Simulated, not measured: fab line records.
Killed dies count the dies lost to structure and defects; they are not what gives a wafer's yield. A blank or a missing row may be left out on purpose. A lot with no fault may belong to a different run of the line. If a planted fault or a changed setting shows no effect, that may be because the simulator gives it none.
Chamber matching ; flow nand_harc ; 4 sister chambers for NHARC_A_BONDPAD_CMP_19 on cmp-01
The step polishes, t overpolish 30 s, cu recess touch 16 s, target thk 169.82 nm. 8 wafers are shown with their chamber, then 8 later ones without.

WAFERS PAIRED WITH THEIR CHAMBERS
wafer;chamber;motor_current_A (A);overpolish_run_s (s)
L861.1;2;9.5;30.007
L861.4;0;11.1;30.006
L861.6;3;11.5;29.994
L862.2;0;12.0;30.005
L867.3;3;11.2;29.989
L867.5;1;11.1;29.988
L867.6;2;9.7;29.988
L868.1;1;10.6;30.010

WAFERS WHOSE CHAMBER IS MISSING
wafer;motor_current_A (A);overpolish_run_s (s)
L868.3;11.4;29.991
L868.6;9.5;30.005
L875.2;10.7;30.002
L875.3;11.1;30.010
L875.4;10.2;30.004
L877.1;11.2;29.999
L877.4;11.6;30.004
L877.6;9.8;29.982

EACH ONE'S CHAMBER
wafer;from the rows above;in truth
L868.3;can't be placed: 3 or 0 or 1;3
L868.6;2;2
L875.2;can't be placed: 1 or 3 or 0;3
L875.3;can't be placed: 1 or 0 or 3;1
L875.4;can't be placed: 2 or 1 or 3 or 0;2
L877.1;can't be placed: 3 or 1 or 0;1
L877.4;can't be placed: 0 or 3 or 1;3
L877.6;can't be placed: 2 or 1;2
Correctly placed: 1 of 8. Unplaceable from these rows: 7, with the true chamber sitting among the candidates in 7. Number placed wrongly: 0.
How it was worked out, from the rows above alone: a wafer's distance from a chamber is the root of the sum, over the readings, of the square of ((its reading less the chamber's mean) divided by the reading's scatter). The wafer belongs to the nearest chamber; if the next one is less than 2 further off, it can't be placed. A chamber's mean is the mean of its shown wafers. The scatter: the root of (the sum of the squares of (reading less its chamber's mean) over the shown wafers, divided by (wafers less chambers)).
